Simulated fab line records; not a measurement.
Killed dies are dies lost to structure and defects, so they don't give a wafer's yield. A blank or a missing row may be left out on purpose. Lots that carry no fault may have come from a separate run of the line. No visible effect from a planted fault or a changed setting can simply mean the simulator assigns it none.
Chamber matching | flow n5 finfet | N5_BEOL_M15_VIA_ETCH_16 on rie diel-05 has 4 sister chambers
The step etches SiO2 in C4F8/O2/Ar, target depth 1792.2 nm. 22 wafers are shown with their chamber, then 11 later ones without.

== WAFERS PAIRED WITH THEIR CHAMBERS ==
wafer  | chamber | rf vpp V (V) | drypump motor current A (A) | throttle valve pct (%)
L075.2 | 0       | 2256         | 6.3                         | 30.95
L075.3 | 2       | 2216         | 6.4                         | 30.81
L075.4 | 1       | 2175         | 5.8                         | 31.05
L077.3 | 0       | 2256         | 6.3                         | 30.97
L077.4 | 1       | 2175         | 5.8                         | 31.04
L077.5 | 0       | 2255         | 6.3                         | 30.95
L078.3 | 0       | 2256         | 6.4                         | 30.95
L078.4 | 1       | 2176         | 5.8                         | 31.03
L078.5 | 0       | 2256         | 6.4                         | 30.95
L079.1 | 2       | 2216         | 6.3                         | 30.78
L079.4 | 1       | 2174         | 5.8                         | 31.04
L079.6 | 3       | 2316         | 6.1                         | 31.07
L083.2 | 3       | 2315         | 6.1                         | 31.07
L083.4 | 2       | 2217         | 6.3                         | 30.82
L083.5 | 3       | 2316         | 6.1                         | 31.06
L081.2 | 2       | 2216         | 6.3                         | 30.82
L081.4 | 2       | 2216         | 6.3                         | 30.81
L081.6 | 3       | 2316         | 6.1                         | 31.08
L087.4 | 0       | 2293         | 6.3                         | 30.72
L087.5 | 3       | 2315         | 6.1                         | 31.09
L087.6 | 1       | 2174         | 5.9                         | 31.04
L088.1 | 3       | 2314         | 6.1                         | 31.09

SIGNATURES, as means of the wafers listed above
reading                 | chamber 0 | chamber 1 | chamber 2 | chamber 3 | scatter within a chamber
rf vpp V                | 2262.00   | 2174.80   | 2216.20   | 2315.33   | 8.03
drypump motor current A | 6.333     | 5.820     | 6.320     | 6.100     | 0.0404
throttle valve pct      | 30.9150   | 31.0400   | 30.8080   | 31.0767   | 0.0516
Rule: a wafer's distance from a chamber is the root of the sum, over the readings, of the square of ((its reading less the chamber's mean) divided by the reading's scatter). If the next closest chamber is less than 2 further off than the closest, the wafer can't be placed; otherwise it belongs to the closest. The scatter: the root of (the sum of the squares of (reading less its chamber's mean) over the shown wafers, divided by (wafers less chambers)).

== WAFERS WITH NO CHAMBER GIVEN ==
wafer  | rf vpp V (V) | drypump motor current A (A) | throttle valve pct (%)
L088.2 | 2217         | 6.3                         | 30.83
L088.6 | 2314         | 6.1                         | 31.09
L091.1 | 2217         | 6.3                         | 30.80
L091.5 | 2175         | 5.8                         | 31.03
L091.6 | 2292         | 6.3                         | 30.72
L092.1 | 2216         | 6.3                         | 30.82
L092.3 | 2293         | 6.4                         | 30.73
L092.6 | 2215         | 6.3                         | 30.83
L095.3 | 2174         | 5.9                         | 31.08
L095.5 | 2217         | 6.3                         | 30.84
L095.6 | 2174         | 5.9                         | 31.04

== WHICH CHAMBER EACH ONE RAN IN ==
wafer  | from the rows above | in truth
L088.2 | 2                   | 2
L088.6 | 3                   | 3
L091.1 | 2                   | 2
L091.5 | 1                   | 1
L091.6 | 0                   | 0
L092.1 | 2                   | 2
L092.3 | 0                   | 0
L092.6 | 2                   | 2
L095.3 | 1                   | 1
L095.5 | 2                   | 2
L095.6 | 1                   | 1
Placed correctly: 11 of 11. Left unplaced by these rows: 0. 0 placed wrongly.
